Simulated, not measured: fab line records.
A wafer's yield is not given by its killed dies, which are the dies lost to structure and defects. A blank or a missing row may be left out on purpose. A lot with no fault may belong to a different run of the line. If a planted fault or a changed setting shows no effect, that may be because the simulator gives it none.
Chamber matching || flow n5_finfet || 4 sister chambers for N5_BEOL_M10_ETCH_62 on rie_diel-06
The step etches SOC in N2/H2, target depth 110 nm, overetch 22 nm, time 165 s. 4 wafers are shown with their chamber, then 7 later ones without.

== WAFERS PAIRED WITH THEIR CHAMBERS ==
{"wafer": "L085.1", "chamber": 3, "drypump_motor_current_A (A)": 6.6}
{"wafer": "L088.5", "chamber": 0, "drypump_motor_current_A (A)": 6.2}
{"wafer": "L090.3", "chamber": 1, "drypump_motor_current_A (A)": 4.8}
{"wafer": "L090.4", "chamber": 2, "drypump_motor_current_A (A)": 5.5}

== WAFERS WITHOUT THEIR CHAMBER ==
{"wafer": "L090.5", "drypump_motor_current_A (A)": 4.8}
{"wafer": "L094.1", "drypump_motor_current_A (A)": 6.6}
{"wafer": "L094.5", "drypump_motor_current_A (A)": 4.9}
{"wafer": "L094.6", "drypump_motor_current_A (A)": 5.4}
{"wafer": "L095.2", "drypump_motor_current_A (A)": 5.4}
{"wafer": "L095.3", "drypump_motor_current_A (A)": 4.9}
{"wafer": "L095.4", "drypump_motor_current_A (A)": 6.6}

== CHAMBER TAKEN BY EACH ==
{"wafer": "L090.5", "from the rows above": 1, "in truth": 1}
{"wafer": "L094.1", "from the rows above": 3, "in truth": 3}
{"wafer": "L094.5", "from the rows above": 1, "in truth": 1}
{"wafer": "L094.6", "from the rows above": 2, "in truth": 2}
{"wafer": "L095.2", "from the rows above": 2, "in truth": 2}
{"wafer": "L095.3", "from the rows above": 1, "in truth": 1}
{"wafer": "L095.4", "from the rows above": 3, "in truth": 3}
Placed correctly: 7 of 7. Can't be placed from these rows: 0. 0 placed wrongly.
How it was worked out, from the rows above alone: a wafer's distance from a chamber is the root of the sum, over the readings, of the square of ((its reading less the chamber's mean) divided by the reading's scatter). If the next closest chamber is less than 2 further off than the closest, the wafer can't be placed; otherwise it belongs to the closest. For every chamber, the mean is computed from those of its wafers that are shown. The scatter: with one shown wafer a chamber, the root of the mean of the squares of how far each hidden wafer lies from its nearest shown one.
